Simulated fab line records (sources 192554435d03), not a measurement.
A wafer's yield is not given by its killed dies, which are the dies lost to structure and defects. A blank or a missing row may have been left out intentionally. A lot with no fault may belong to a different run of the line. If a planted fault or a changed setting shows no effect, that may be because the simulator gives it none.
The same fault as seen by 2 desks / flow n5-finfet / each desk has only its own numbers; what lay behind them comes last

## THE TOOL OWNER'S DESK: pvd-sputter-03
The tool's own readings at N5_BEOL_M12_SPUTTER_43 (material TaN, target thk 15 nm, time 24.19 s): means of the sampled wafers that have a number, for each lot that ran on this tool. If a lot's mean is further than 4 standard deviations from the usual mean, the lot is out of limits and carries the mark OUT (the distance appears in the brackets).
Columns: A = bias-v at N5_BEOL_M12_SPUTTER_43, usual 168.6 V; B = cathode-dc-power-W at N5_BEOL_M12_SPUTTER_43, usual 15000 W; C = throttle-valve-pct at N5_BEOL_M12_SPUTTER_43, usual 30.2 %
lot=L170; first seen here=day 12 20:57; A=167.9; B=15000; C=29.7
lot=L179; first seen here=day 15 11:44; A=167.6; B=14999; C=30.6
lot=L184; first seen here=day 15 21:15; A=169.9; B=14997; C=30.5
lot=L182; first seen here=day 15 22:28; A=170.4; B=14998; C=29.7
lot=L185; first seen here=day 16 18:28; A=169.0; B=15002; C=30.6
lot=L186; first seen here=day 17 06:22; A=168.7; B=15000; C=29.6
This desk's verdict: no lot among the 6 shows anything out of limits.

## AT THE METROLOGY DESK
Lot by lot, what the gauges showed, no matter which tool ran the lot: averages of those sampled wafers that carry a number. If a lot's mean is further than 4 standard deviations from the usual mean, the lot is out of limits and carries the mark OUT (the distance appears in the brackets). 7 of its 11 readings are shown, namely those furthest out on some lot.
Columns: A = DIBL_P at N5_BEOL_M4_RC_MEAS_101, usual 35.2 mV/V; B = ION_N at N5_BEOL_M4_RC_MEAS_101, usual 670 uA/um; C = ION_P at N5_BEOL_M4_RC_MEAS_101, usual 460 uA/um; D = SS_N at N5_BEOL_M4_RC_MEAS_101, usual 71.2 mV/dec; E = SS_P at N5_BEOL_M4_RC_MEAS_101, usual 73.0 mV/dec; F = VT_P at N5_BEOL_M4_RC_MEAS_101, usual -251.4 mV; G = cd-nm at N5_BEOL_M12_CD_MEAS_17, usual 141.3 nm
lot=L170; first seen here=day 9 22:12; A=34.3; B=669; C=465; D=70.9; E=72.7; F=-249.6; G=140.2
lot=L172; first seen here=day 9 22:29; A=36.1; B=669; C=461; D=71.4; E=73.1; F=-249.7; G=143.3
lot=L171; first seen here=day 10 14:41; A=34.3; B=657; C=452; D=70.9; E=72.7; F=-252.9; G=140.1
lot=L179; first seen here=day 12 01:58; A=32.9; B=655; C=450; D=71.2; E=72.7; F=-251.3; G=142.7
lot=L182; first seen here=day 12 16:12; A=37.2; B=676; C=460; D=71.3; E=74.0; F=-247.9; G=141.9
lot=L184; first seen here=day 12 17:07; A=36.2; B=678; C=462; D=71.2; E=73.3; F=-253.3; G=139.8
lot=L185; first seen here=day 13 18:06; A=33.7; B=666; C=463; D=70.7; E=72.4; F=-250.9; G=143.9
lot=L187; first seen here=day 13 21:32; A=32.4; B=679; C=468; D=70.9; E=72.7; F=-250.6; G=141.6
lot=L186; first seen here=day 14 03:51; A=36.7; B=667; C=460; D=72.0; E=73.4; F=-249.4; G=137.8
This desk's verdict: no lot among the 9 shows anything out of limits.

## ALL TOGETHER
The desk of the tool owner found nothing out of limits.
From the metrology desk's view, nothing was out of limits.

## WHAT THE SIMULATOR HAD PUT IN
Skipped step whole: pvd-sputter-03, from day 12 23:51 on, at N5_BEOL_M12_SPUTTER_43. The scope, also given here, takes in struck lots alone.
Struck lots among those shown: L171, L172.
